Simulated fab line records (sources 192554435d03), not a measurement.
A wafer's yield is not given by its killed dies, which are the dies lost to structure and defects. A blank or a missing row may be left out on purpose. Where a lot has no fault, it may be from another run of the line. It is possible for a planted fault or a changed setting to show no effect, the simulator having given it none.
Which tool did it? + flow n5Finfet + 10 lots, 30 wafers sampled, at 2 steps of a route of 1938

## WHAT THE GAUGES SHOWED, per wafer
N5_BEOL_M9_OVL_MEAS_29.
| lot  | measured     | on         | V8_OVL (nm)    |
|------|--------------|------------|----------------|
| L347 | day 14 11:40 | overlay-02 | -1.1 -0.2 1.1  |
| L351 | day 14 15:29 | overlay-02 | 0.8 0.5 1.3    |
| L348 | day 14 21:12 | overlay-02 | -0.3 0.1 -1.3  |
| L355 | day 15 12:44 | overlay-02 | 0.5 0.0 0.8    |
| L353 | day 16 09:58 | overlay-01 | -0.1 -0.3 0.8  |
| L352 | day 16 12:43 | overlay-01 | 1.1 0.0 0.8    |
| L354 | day 16 23:37 | overlay-02 | 0.0 0.1 0.1    |
| L363 | day 18 04:43 | overlay-02 | -0.7 -0.2 -0.5 |
| L365 | day 18 04:41 | overlay-01 | 1.3 1.0 0.7    |
| L366 | day 19 09:56 | overlay-02 | -0.1 0.2 -0.1  |

## EACH LOT AND THE TOOL THAT RAN IT (in order: tool; ch and the chambers of the sampled wafers; start)
| lot  | N5_BEOL_M9_HM_OPEN_17            |
|------|----------------------------------|
| L347 | rieMetal-01 ch 0,1, day 14 10:07 |
| L351 | rieMetal-01 ch 0,1, day 14 14:47 |
| L348 | rieMetal-01 ch 0,1, day 14 19:28 |
| L355 | rieMetal-02 ch 0,1, day 15 09:59 |
| L353 | rieMetal-01 ch 0, day 16 09:16   |
| L352 | rieMetal-01 ch 0, day 16 09:40   |
| L354 | rieMetal-02 ch 0,1, day 16 22:03 |
| L363 | rieMetal-03 ch 0, day 18 02:17   |
| L365 | rieMetal-01 ch 0,1, day 18 02:34 |
| L366 | rieMetal-02 ch 0,1, day 19 09:11 |
- N5_BEOL_M9_HM_OPEN_17: chemistry Cl2/BCl3, target TiN, target depth 20 nm, overetch 6 nm.

## THE ANSWER, worked out from the rows above alone
Rule: the lots themselves supply what counts as usual. The widest of any qualifying gaps counts: lots, ordered by their means at a reading, are off when they make up no more than a third of the lots, leave a main group of 4 or more, and stand apart from it by 3 or more times the standard deviation of that group's means. A main group whose means are all the same, to the digits that the tables above print for the reading, isn't used. A lot without any number at a reading at which 4 lots or more have one is off too. All remaining lots with rows at the step are treated as sound.
None of the lots is off at any reading shown; this tells nothing.

## WHAT THE SIMULATOR PUT IN
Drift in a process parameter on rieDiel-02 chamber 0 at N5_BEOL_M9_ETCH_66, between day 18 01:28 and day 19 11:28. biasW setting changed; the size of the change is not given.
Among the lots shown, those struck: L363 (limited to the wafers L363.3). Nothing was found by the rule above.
